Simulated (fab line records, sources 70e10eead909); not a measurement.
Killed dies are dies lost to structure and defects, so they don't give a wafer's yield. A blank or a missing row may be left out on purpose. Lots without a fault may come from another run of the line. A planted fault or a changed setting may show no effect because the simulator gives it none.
Chamber matching | flow nand_harc | NHARC_A_CHANNEL_FILL_D1_ETCHBACK_20 on rie_diel-07: 4 sister chambers
The step etches the open film in C4F8/O2/Ar, target depth 27 nm, time 13.5 s. 8 wafers are shown with their chamber, then 10 later ones without.

WAFERS WITH THEIR CHAMBER
wafer  | chamber | rf_vpp_V (V) | oes_product_au (a.u.)
L081.6 | 1       | 984          | 0.93
L085.2 | 3       | 985          | 1.00
L085.3 | 2       | 987          | 1.01
L086.2 | 2       | 987          | 0.99
L086.3 | 1       | 983          | 1.00
L086.6 | 0       | 981          | 0.99
L088.3 | 0       | 980          | 0.91
L088.4 | 3       | 986          | 0.92

WAFERS WITHOUT THEIR CHAMBER
wafer  | rf_vpp_V (V) | oes_product_au (a.u.)
L088.6 | 981          | 0.91
L090.1 | 982          | 1.00
L090.2 | 987          | 0.99
L090.6 | 983          | 1.01
L093.2 | 988          | 0.94
L093.3 | 980          | 0.91
L093.4 | 983          | 0.93
L095.1 | 984          | 0.94
L095.2 | 987          | 0.93
L095.5 | 987          | 0.92

WHICH CHAMBER EACH WENT THROUGH
wafer  | from the rows above     | in truth
L088.6 | 0                       | 0
L090.1 | can't be placed: 1 or 0 | 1
L090.2 | 2                       | 2
L090.6 | 1                       | 1
L093.2 | 2                       | 2
L093.3 | 0                       | 0
L093.4 | 1                       | 1
L095.1 | can't be placed: 1 or 3 | 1
L095.2 | can't be placed: 2 or 3 | 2
L095.5 | can't be placed: 2 or 3 | 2
Placed correctly: 6 of 10. Can't be placed from these rows: 4 (the true chamber is among the candidates in 4). Placed wrongly: 0.
How it was worked out, from the rows above alone: a wafer's distance from a chamber is the root of the sum, over the readings, of the square of ((its reading less the chamber's mean) divided by the reading's scatter). The wafer belongs to the nearest chamber; if the next one is less than 2 further off, it can't be placed. A chamber's mean is the mean of its shown wafers. The scatter: the root of (the sum of the squares of (reading less its chamber's mean) over the shown wafers, divided by (wafers less chambers)).
